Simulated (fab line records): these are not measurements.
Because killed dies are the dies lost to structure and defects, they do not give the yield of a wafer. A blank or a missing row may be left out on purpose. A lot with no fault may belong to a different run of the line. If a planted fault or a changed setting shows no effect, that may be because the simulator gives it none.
Chamber matching :: flow nand harc :: cmp-01 running NHARC_A_CHANNEL_FILL_D2_CMP_10: 4 sister chambers
The step polishes, target thk 150 nm. 4 wafers are shown with their chamber, then 10 later ones without.

WAFERS PAIRED WITH THEIR CHAMBERS
wafer: L082.1
chamber: 2
motor current A (A): 13.3

wafer: L082.2
chamber: 3
motor current A (A): 13.3

wafer: L091.2
chamber: 1
motor current A (A): 11.5

wafer: L091.3
chamber: 0
motor current A (A): 14.6

WAFERS WITH NO CHAMBER GIVEN
wafer: L091.4
motor current A (A): 12.8

wafer: L093.1
motor current A (A): 14.2

wafer: L093.3
motor current A (A): 13.2

wafer: L093.5
motor current A (A): 14.2

wafer: L095.1
motor current A (A): 14.2

wafer: L095.2
motor current A (A): 12.7

wafer: L095.3
motor current A (A): 13.0

wafer: L096.2
motor current A (A): 13.5

wafer: L096.5
motor current A (A): 13.6

wafer: L096.6
motor current A (A): 11.1

THE CHAMBER EACH PASSED THROUGH
wafer: L091.4
from the rows above: can't be placed: 2 or 3
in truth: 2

wafer: L093.1
from the rows above: can't be placed: 0 or 2 or 3
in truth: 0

wafer: L093.3
from the rows above: can't be placed: 2 or 3
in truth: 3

wafer: L093.5
from the rows above: can't be placed: 0 or 2 or 3
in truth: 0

wafer: L095.1
from the rows above: can't be placed: 0 or 2 or 3
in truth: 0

wafer: L095.2
from the rows above: can't be placed: 2 or 3 or 1
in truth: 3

wafer: L095.3
from the rows above: can't be placed: 2 or 3
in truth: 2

wafer: L096.2
from the rows above: can't be placed: 2 or 3
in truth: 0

wafer: L096.5
from the rows above: can't be placed: 2 or 3 or 0
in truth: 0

wafer: L096.6
from the rows above: 1
in truth: 1
Correctly placed: 1 of 10. Unplaceable from these rows: 9, with the true chamber sitting among the candidates in 8. Placed wrongly: 0.
How it was worked out, from the rows above alone: a wafer's distance from a chamber is the root of the sum, over the readings, of the square of ((its reading less the chamber's mean) divided by the reading's scatter). The wafer belongs to the nearest chamber; if the next one is less than 2 further off, it can't be placed. A chamber's mean is the mean of its shown wafers. The scatter (one wafer shown for each chamber): square how far every hidden wafer sits from the nearest shown wafer, average those squares and take the square root.
